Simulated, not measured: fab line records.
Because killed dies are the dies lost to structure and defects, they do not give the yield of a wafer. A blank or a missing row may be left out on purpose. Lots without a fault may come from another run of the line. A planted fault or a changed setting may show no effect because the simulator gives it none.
fab line records	flow nand-harc
record: lots: 13	wafers: 38	last-day: 29
route steps=1159 shown P_CONTACT@241 P_M0@260 END@1159
lots with no fault: from the same line, run without faults
start-h: hours from the record's opening day to when the first of the lot's shown wafers began	wait-h: hours from the lot's prior step to this one	" same as the row above	L1.1+2: a single row standing in for several wafers	- value missing, or start not given	* or withheld: withheld	< > ~ a bound
route shown NAME@n: NAME is a module with steps in the file, n the number in the route of the first one	usual: average and standard deviation across the fault-free wafers	same: alike in all rows	chamber/n: place in a boat	sites: each site's reading	_std_site: the values' standard deviation	_edge_site: outer sites' mean less inner sites'	radius-mm: for every site, how far away it sits from the centre of the wafer	mask NAME#n: copy n	behind: tool/chamber where the wafer was last shaped	hold: the reason the lot was held/the length of the hold in hours/how it ended	device: the n, p or np transistor that did not switch	end of line: tests of these same wafers at the route's end	step lacking rows: just its recipe	killed: the dies lost at the first sort to structure and to defects; this is not the yield of the wafer	map: per-die view of a wafer (x killed, . not killed, _ where there is no die)
set.NAME: the setting as run; set.NAME@STEP: as run at that earlier step	model.NAME: the simulator's own value behind a step, which no gauge read
the route's steps for a sample of lots (tables are steps, rows are wafers)
services: a tool's chamber out of use, with start hour (start-h, from the record's first day; less than 0 if before it), hours out, and reason
== steps ==
step: NHARC_P_CONTACT_CD_MEAS_19
usual: cd-nm: 90.7/1.9
lot.wafer	tool	chamber	start-h	wait-h	cd-nm
L676.1	cd-sem-02	-	169.67	-	93.3
L676.2	"	-	"	"	94.0
L676.5	"	-	"	"	94.9
L677.1	cd-sem-02	-	170.93	-	92.5
L677.2	"	-	"	"	89.4
L677.6	"	-	"	"	90.3
L675.1	cd-sem-02	-	175.98	-	88.8
L675.5	"	-	"	"	90.0
L675.6	"	-	"	"	89.7
L679.1	cd-sem-01	-	176.59	-	91.9
L679.3	"	-	"	"	92.8
L679.6	"	-	"	"	89.9
L682.2	cd-sem-03	-	182.06	-	95.6
L682.3	"	-	"	"	92.3
L682.6	"	-	"	"	90.3
L683.1	cd-sem-03	-	187.86	-	87.7
L683.2	"	-	"	"	92.3
L683.5	"	-	"	"	88.0
L684.2	cd-sem-03	-	190.00	-	93.0
L684.3	"	-	"	"	91.8
L684.5	"	-	"	"	93.5
L689.1	cd-sem-02	-	201.31	-	90.7
L689.2	"	-	"	"	95.0
L689.4	"	-	"	"	90.9
L693.1	cd-sem-03	-	211.98	-	88.7
L693.2	"	-	"	"	92.2
L693.6	"	-	"	"	92.6
L692.5	cd-sem-01	-	212.43	-	88.2
L692.6	"	-	"	"	90.5
L696.2	cd-sem-01	-	229.20	-	88.6
L696.4	"	-	"	"	88.8
L696.5	"	-	"	"	87.5
L698.1	cd-sem-03	-	241.94	-	86.3
L698.2	"	-	"	"	89.4
L698.6	"	-	"	"	89.5
L697.1	cd-sem-01	-	242.59	-	89.5
L697.4	"	-	"	"	89.3
L697.5	"	-	"	"	90.3
step: NHARC_P_CONTACT_DEGAS_38
recipe: temp-c: 300	time-s: 60
usual: heater-power-w: 479/55
lot.wafer	tool	chamber	start-h	wait-h	heater-power-w
L676.2	pvd-sputter-02	-	170.43	-	568
L676.1	"	-	"	"	461
L676.5	"	-	"	"	473
L677.1	pvd-sputter-01	-	171.64	-	442
L677.2	"	-	"	"	447
L677.6	"	-	"	"	575
L675.1	pvd-sputter-02	-	176.72	-	582
L675.5	"	-	"	"	463
L675.6	"	-	"	"	460
L679.3	pvd-sputter-02	-	177.34	-	449
L679.1	"	-	"	"	576
L679.6	"	-	"	"	458
L682.2	pvd-sputter-01	-	182.77	-	451
L682.3	"	-	"	"	514
L682.6	"	-	"	"	580
L683.1	pvd-sputter-03	-	188.58	-	445
L683.2	"	-	"	"	423
L683.5	"	-	"	"	441
L684.2	pvd-sputter-02	-	190.72	-	488
L684.3	"	-	"	"	569
L684.5	"	-	"	"	480
L689.2	pvd-sputter-03	-	202.02	-	434
L689.4	"	-	"	"	412
L689.1	"	-	"	"	440
L693.2	pvd-sputter-02	-	212.70	-	591
L693.1	"	-	"	"	476
L693.6	"	-	"	"	581
L692.5	pvd-sputter-02	-	213.20	-	464
L692.6	"	-	"	"	485
L696.4	pvd-sputter-01	-	229.92	-	433
L696.2	"	-	"	"	577
L696.5	"	-	"	"	441
L698.2	pvd-sputter-02	-	242.69	-	448
L698.1	"	-	"	"	471
L698.6	"	-	"	"	449
L697.4	pvd-sputter-02	-	243.33	-	466
L697.1	"	-	"	"	588
L697.5	"	-	"	"	583
step: NHARC_P_M0_EXPOSE_06
recipe: na: 1.35	target-cd-nm: 90	dose-mj: 81.28	mask-id: P_M0
usual: exposure-dose-mJ-cm2: 81.27/0.075
lot.wafer	tool	chamber	start-h	wait-h	mask	exposure-dose-mJ-cm2
L676.1	arfi-scanner-01	0	174.90	-	P_M0#0	81.35
L676.2	"	0	"	"	P_M0#0	81.29
L676.5	"	0	"	"	P_M0#0	81.27
L677.1	arfi-scanner-03	0	175.80	-	P_M0#0	81.30
L677.2	"	0	"	"	P_M0#0	81.32
L677.6	"	0	"	"	P_M0#0	81.39
L675.1	arfi-scanner-03	0	178.83	-	P_M0#0	81.38
L675.5	"	0	"	"	P_M0#0	81.30
L675.6	"	0	"	"	P_M0#0	81.14
L679.1	arfi-scanner-02	0	179.74	-	P_M0#0	81.19
L679.3	"	0	"	"	P_M0#0	81.20
L679.6	"	0	"	"	P_M0#0	81.20
L682.2	arfi-scanner-01	0	188.65	-	P_M0#0	81.33
L682.3	"	0	"	"	P_M0#0	81.31
L682.6	"	0	"	"	P_M0#0	81.29
L683.1	arfi-scanner-01	0	194.87	-	P_M0#0	81.24
L683.2	"	0	"	"	P_M0#0	81.11
L683.5	"	0	"	"	P_M0#0	81.24
L684.2	arfi-scanner-03	0	196.60	-	P_M0#0	81.42
L684.3	"	0	"	"	P_M0#0	81.28
L684.5	"	0	"	"	P_M0#0	81.49
L689.1	arfi-scanner-01	0	210.12	-	P_M0#0	81.29
L689.2	"	0	"	"	P_M0#0	81.24
L689.4	"	0	"	"	P_M0#0	81.26
L693.1	arfi-scanner-03	0	217.28	-	P_M0#0	81.25
L693.2	"	0	"	"	P_M0#0	81.18
L693.6	"	0	"	"	P_M0#0	81.31
L692.5	arfi-scanner-01	0	217.87	-	P_M0#0	81.69
L692.6	"	0	"	"	P_M0#0	81.73
L696.2	arfi-scanner-02	0	232.18	-	P_M0#0	81.23
L696.4	"	0	"	"	P_M0#0	81.27
L696.5	"	0	"	"	P_M0#0	81.27
L698.1	arfi-scanner-02	0	246.84	-	P_M0#0	81.09
L698.2	"	0	"	"	P_M0#0	81.10
L698.6	"	0	"	"	P_M0#0	81.12
L697.1	arfi-scanner-03	0	247.51	-	P_M0#0	81.28
L697.4	"	0	"	"	P_M0#0	81.40
L697.5	"	0	"	"	P_M0#0	81.35
step: NHARC_P_M0_ETCH_15
recipe: target-depth-a: 1500	overetch-a: 150	time-s: 82.5	c4f8-flow-sccm: withheld	ar-flow-sccm: 400	rf-w: 600	bias-w: 300	chemistry: C4F8/Ar
usual: oes-product-au: 0.953/0.023	rf-vpp-V: 441.2/2.6
lot.wafer	tool	chamber	start-h	wait-h	oes-product-au	rf-hours-counter-h	rf-vpp-V
L676.2	rie-diel-03	2	-	-	0.950	9.5	442.8
L676.1	"	0	"	"	0.962	9.5	444.5
L676.5	"	2	"	"	0.957	-	444.5
L677.1	rie-diel-03	2	-	-	0.969	9.7	446.3
L677.2	"	0	"	"	0.967	9.6	444.4
L677.6	"	2	"	"	0.961	-	445.2
L675.1	rie-diel-08	0	-	-	0.943	2.3	441.1
L675.5	"	3	"	"	0.986	-	440.2
L675.6	"	0	"	"	0.949	-	442.0
L679.1	rie-diel-08	1	-	-	0.960	3.2	443.8
L679.3	"	3	"	"	0.983	4.2	439.9
L679.6	"	1	"	"	0.955	-	444.9
L682.2	rie-diel-09	1	-	-	0.942	3.9	445.7
L682.3	"	0	"	"	0.956	4.5	438.7
L682.6	"	2	"	"	0.931	-	441.9
L683.2	rie-diel-08	3	-	-	0.972	4.5	438.9
L683.1	"	0	"	"	0.957	3.5	441.1
L683.5	"	2	"	"	0.980	-	438.2
L684.3	rie-diel-03	2	-	-	0.925	10.8	443.7
L684.2	"	1	"	"	0.926	10.9	438.5
L684.5	"	2	"	"	0.918	-	444.1
L689.2	rie-diel-08	0	-	-	0.977	4.4	442.0
L689.1	"	1	"	"	0.974	5.5	444.0
L689.4	"	2	"	"	0.963	6.4	439.1
L693.1	rie-diel-09	3	-	-	0.939	7.4	438.8
L693.2	"	1	"	"	0.915	7.0	444.5
L693.6	"	3	"	"	0.929	-	440.4
L692.6	rie-diel-09	2	-	-	0.906	-	443.1
L692.5	"	3	"	"	0.928	-	440.0
L696.4	rie-diel-03	2	-	-	0.978	0.8	445.0
L696.2	"	3	"	"	0.962	0.8	436.9
L696.5	"	3	"	"	0.962	-	437.6
L698.1	rie-diel-08	0	-	-	0.974	7.8	440.8
L698.2	"	2	"	"	0.964	10.4	439.4
L698.6	"	0	"	"	0.970	-	441.1
L697.4	rie-diel-08	2	-	-	0.954	10.4	437.9
L697.1	"	1	"	"	0.955	9.3	445.3
L697.5	"	2	"	"	0.963	-	437.8
step: NHARC_END_SORT_01
recipe: temp-c: 25
usual: defect-limited-yield: 95.1/1.7	killed-at-array: 29/11	killed-at-other: 0.5/0.85	killed-at-periphery: 3.0/2.3	killed-dies: 33/12	killed-open: 3.3/1.9	killed-short: 2.0/1.5	sort_bin_2_pct: 1.5/0.66	sort_bin_3_pct: 0.25/0.21	sort_bin_4_pct: 3.1/1.2	sort-n-pass: 644/12	sort-rim-yield-pct: 96.7/2	sort-yield-pct: 95.1/1.7
same: gross-dies: 677	sort_bin_5_pct[%]: 0	sort_bin_6_pct[%]: 0	sort_bin_7_pct[%]: 0	sort_bin_8_pct[%]: 0	sort-rim-n-gross: 106.00
lot.wafer	tool	chamber	start-h	wait-h	defect-limited-yield[%]	killed-at-array	killed-at-other	killed-at-periphery	killed-dies	killed-open	killed-short	sort_bin_2_pct[%]	sort_bin_3_pct[%]	sort_bin_4_pct[%]	sort-n-pass	sort-rim-yield-pct[%]	sort-yield-pct[%]
L679.1	prober-02	0	576.26	2.5	96.8	20	0	2	22	2	1	1.0	0.30	1.9	655	97.2	96.8
L679.3	prober-02	0	577.88	3.1	97.5	13	0	4	17	3	1	0.7	0	1.8	660	97.2	97.5
L679.6	prober-02	0	580.30	4.0	95.9	27	0	1	28	2	3	1.0	0.44	2.7	649	94.3	95.9
L682.2	prober-01	0	604.08	2.8	94.5	36	0	1	37	3	2	1.0	0.30	4.1	640	97.2	94.5
L682.3	prober-01	0	604.85	3.0	94.1	37	1	2	40	6	3	2.5	0	3.4	637	96.2	94.1
L682.6	prober-01	0	607.17	3.9	93.9	41	0	0	41	7	0	1.8	0.44	3.8	636	99.1	93.9
L689.1	prober-01	0	618.65	2.5	94.1	36	0	4	40	3	4	2.2	0.30	3.4	637	96.2	94.1
L689.2	prober-01	0	619.46	2.8	93.5	39	1	4	44	2	1	2.4	0.15	4.0	633	97.2	93.5
L689.4	prober-01	0	621.07	3.4	93.6	43	0	0	43	3	1	1.8	0.59	4.0	634	94.3	93.6
L693.1	prober-02	0	638.68	2.5	97.2	16	0	3	19	1	1	0.6	0	2.2	658	98.1	97.2
L693.2	prober-02	0	639.48	2.8	97.5	17	0	0	17	3	0	0.7	0.30	1.5	660	100.0	97.5
L693.6	prober-02	0	642.69	4.0	97.5	15	0	2	17	2	4	0.3	0	2.2	660	98.1	97.5
L696.2	prober-01	0	643.00	2.8	93.1	44	0	3	47	1	1	3.1	0.74	3.1	630	94.3	93.1
L696.4	prober-01	0	644.60	3.4	91.3	52	1	6	59	2	0	3.0	0.59	5.2	618	97.2	91.3
L696.5	prober-01	0	645.39	3.7	93.2	41	0	5	46	2	1	3.0	0.15	3.7	631	95.3	93.2
L697.1	prober-02	0	685.47	2.5	93.4	42	2	1	45	2	2	1.5	0.44	4.7	632	96.2	93.4
L697.4	prober-02	0	687.85	3.4	95.1	31	0	2	33	4	1	2.4	0	2.5	644	97.2	95.1
L697.5	prober-02	0	688.65	3.7	94.7	32	0	4	36	7	2	2.1	0.15	3.1	641	97.2	94.7
killed by level:class
L679.1 A_CONTACT:chamber-film-flake=7 A_CHANNEL_HOLE_D1:chamber-film-flake=5 A_BLC:chamber-film-flake=4 A_WL_FILL:chamber-film-flake=2 P_CONTACT:geometric-particle:open=1 A_CONTACT:geometric-particle:short=1 A_M1:geometric-particle:open=1 P_GATE:chamber-film-flake=1
L679.3 A_CHANNEL_HOLE_D1:chamber-film-flake=4 A_CONTACT:chamber-film-flake=3 A_BLC:chamber-film-flake=3 P_STI:chamber-film-flake=2 P_GATE:geometric-particle:open=1 A_CHANNEL_HOLE_D1:geometric-particle:short=1 A_WL_FILL:geometric-particle:open=1 A_CONTACT:geometric-particle:open=1
L679.6 A_CHANNEL_HOLE_D1:chamber-film-flake=8 A_CONTACT:chamber-film-flake=7 A_BLC:chamber-film-flake=6 A_CHANNEL_FILL_D1:geometric-particle:short=2 A_SLIT:geometric-particle:open=1 A_CONTACT:geometric-particle:short=1 A_M0:geometric-particle:open=1 P_GATE:chamber-film-flake=1
L682.2 A_SLIT:chamber-film-flake=14 A_CHANNEL_HOLE_D1:chamber-film-flake=13 A_CONTACT:chamber-film-flake=3 P_CONTACT:geometric-particle:short=1 A_CHANNEL_HOLE_D1:geometric-particle:open=1 A_CHANNEL_FILL_D1:geometric-particle:open=1 A_WL_FILL:geometric-particle:short=1 A_M0:geometric-particle:open=1
L682.3 A_CHANNEL_HOLE_D1:chamber-film-flake=13 A_SLIT:chamber-film-flake=11 A_CONTACT:chamber-film-flake=3 A_CHANNEL_FILL_D1:geometric-particle:open=2 A_WL_FILL:geometric-particle:short=2 A_CONTACT:geometric-particle:open=2 P_M2:geometric-particle:open=1 A_BLC:geometric-particle:short=1
L682.6 A_CHANNEL_HOLE_D1:chamber-film-flake=16 A_SLIT:chamber-film-flake=13 A_STAIRCASE:chamber-film-flake=4 A_CONTACT:geometric-particle:open=3 A_SGD_CUT:geometric-particle:open=2 A_BLC:geometric-particle:open=2 A_ZERO_WELL:chamber-film-flake=1
L689.1 A_SLIT:chamber-film-flake=19 A_CHANNEL_HOLE_D1:chamber-film-flake=6 A_M0:chamber-film-flake=3 A_CHANNEL_HOLE_D1:geometric-particle:short=2 A_CONTACT:geometric-particle:open=2 P_STI:chamber-film-flake=2 P_M1:geometric-particle:short=1 A_CHANNEL_FILL_D1:geometric-particle:open=1
L689.2 A_SLIT:chamber-film-flake=24 A_CHANNEL_HOLE_D1:chamber-film-flake=8 A_CONTACT:chamber-film-flake=3 P_M0:geometric-particle:open=2 A_STAIRCASE:chamber-film-flake=2 A_M0:chamber-film-flake=2 P_CONTACT:geometric-particle:short=1 P_STI:chamber-film-flake=1
L689.4 A_SLIT:chamber-film-flake=22 A_CHANNEL_HOLE_D1:chamber-film-flake=7 A_M0:chamber-film-flake=5 A_STAIRCASE:chamber-film-flake=2 A_CONTACT:chamber-film-flake=2 A_CHANNEL_HOLE_D1:geometric-particle:open=1 A_WL_FILL:geometric-particle:open=1 A_BLC:geometric-particle:short=1
L693.1 A_BONDPAD:chamber-film-flake=6 A_CHANNEL_HOLE_D1:chamber-film-flake=5 A_STAIRCASE:chamber-film-flake=3 P_M1:geometric-particle:short=1 A_M0:geometric-particle:open=1 P_GATE:chamber-film-flake=1 P_M2:chamber-film-flake=1 A_BLC:chamber-film-flake=1
L693.2 A_CHANNEL_HOLE_D1:chamber-film-flake=9 A_STAIRCASE:chamber-film-flake=3 A_CONTACT:geometric-particle:open=2 A_BONDPAD:chamber-film-flake=2 A_SOURCE_PLATE:geometric-particle:open=1
L693.6 A_CHANNEL_HOLE_D1:chamber-film-flake=6 A_CHANNEL_FILL_D1:geometric-particle:short=2 A_BONDPAD:chamber-film-flake=2 P_CONTACT:geometric-particle:short=1 A_ONON_D1:geometric-particle:short=1 A_M0:geometric-particle:open=1 A_M1:geometric-particle:open=1 P_GATE:chamber-film-flake=1
L696.2 A_CHANNEL_HOLE_D1:chamber-film-flake=17 A_SLIT:chamber-film-flake=16 A_CONTACT:chamber-film-flake=5 A_STAIRCASE:chamber-film-flake=3 P_STI:chamber-film-flake=2 P_CONTACT:geometric-particle:short=1 A_ONON_D1:geometric-particle:open=1 A_CHANNEL_FILL_D1:chamber-film-flake=1
L696.4 A_SLIT:chamber-film-flake=18 A_CHANNEL_HOLE_D1:chamber-film-flake=16 A_STAIRCASE:chamber-film-flake=5 A_CHANNEL_FILL_D1:chamber-film-flake=4 P_STI:chamber-film-flake=4 A_CONTACT:chamber-film-flake=4 A_ZERO_WELL:chamber-film-flake=2 A_BLC:geometric-particle:open=1
L696.5 A_CHANNEL_HOLE_D1:chamber-film-flake=15 A_SLIT:chamber-film-flake=12 A_CONTACT:chamber-film-flake=4 P_STI:chamber-film-flake=3 A_STAIRCASE:chamber-film-flake=3 A_CHANNEL_FILL_D1:geometric-particle:open=2 A_WL_FILL:chamber-film-flake=2 A_M0:chamber-film-flake=2
L697.1 A_SLIT:chamber-film-flake=22 A_CHANNEL_HOLE_D1:chamber-film-flake=9 A_STAIRCASE:chamber-film-flake=3 A_CONTACT:chamber-film-flake=2 A_ONON_D1:geometric-particle:open=1 A_CHANNEL_FILL_D1:geometric-particle:short=1 A_CONTACT:geometric-particle:open=1 A_CONTACT:geometric-particle:short=1
L697.4 A_SLIT:chamber-film-flake=19 A_CHANNEL_HOLE_D1:chamber-film-flake=7 P_GATE:geometric-particle:open=1 P_CONTACT:geometric-particle:short=1 A_SOURCE_PLATE:geometric-particle:open=1 A_ONON_D1:geometric-particle:open=1 A_M0:geometric-particle:open=1 A_STAIRCASE:chamber-film-flake=1
L697.5 A_SLIT:chamber-film-flake=16 A_CHANNEL_HOLE_D1:chamber-film-flake=5 A_CONTACT:geometric-particle:open=2 P_STI:chamber-film-flake=2 A_STAIRCASE:chamber-film-flake=2 P_GATE:geometric-particle:open=1 P_M2:geometric-particle:open=1 A_SOURCE_PLATE:geometric-particle:open=1
== services ==
tool	chamber	start-h	hours	kind
rie-diel-03	3	154.00	21.3	repair
pvd-sputter-01	-	158.00	10.0	pm
rie-diel-08	0	158.30	-	clean
rie-diel-08	1	158.30	-	clean
rie-diel-08	2	158.30	-	clean
rie-diel-08	3	158.30	-	clean
rie-diel-08	0	169.05	7.6	repair
pvd-sputter-03	-	179.13	6.0	repair
rie-diel-08	0	182.80	-	clean
rie-diel-08	1	182.80	-	clean
rie-diel-08	2	182.80	-	clean
rie-diel-08	3	182.80	-	clean
rie-diel-08	3	187.23	4.9	repair
pvd-sputter-01	-	193.37	2.8	repair
arfi-scanner-01	-	198.21	4.0	pm
rie-diel-08	0	207.30	-	clean
rie-diel-08	1	207.30	-	clean
rie-diel-08	2	207.30	-	clean
rie-diel-08	3	207.30	-	clean
pvd-sputter-02	-	214.07	10.0	pm
rie-diel-03	-	215.30	9.0	pm
rie-diel-08	0	231.80	-	clean
rie-diel-08	1	231.80	-	clean
rie-diel-08	2	231.80	-	clean
== key ==
first-sign: step: NHARC_P_M0_EXPOSE_06	reading: exposure-dose-mJ-cm2	direction: up	sigmas: 5.8	usual: 81.27	struck: 81.71
effect none on later readings
met-at NHARC_P_M0_EXPOSE_06
struck-lots L692
loop-trim: step: NHARC_P_M0_EXPOSE_06	setting: dose	lots: L692
not-acting-at NHARC_P_CONTACT_CD_MEAS_19,NHARC_P_CONTACT_DEGAS_38,NHARC_P_M0_ETCH_15
onset-between 210.12 217.87
fault: kind: process-parameter-drift	tool: arfi-scanner-01	chamber: -	onset-h: 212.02	steps: NHARC_P_M0_EXPOSE_06	channel: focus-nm	offset: 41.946	spread-by-wafer: 0.3	shape: step	end-h: 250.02
loop-trim: a control loop set the setting to another value than it would have without faults
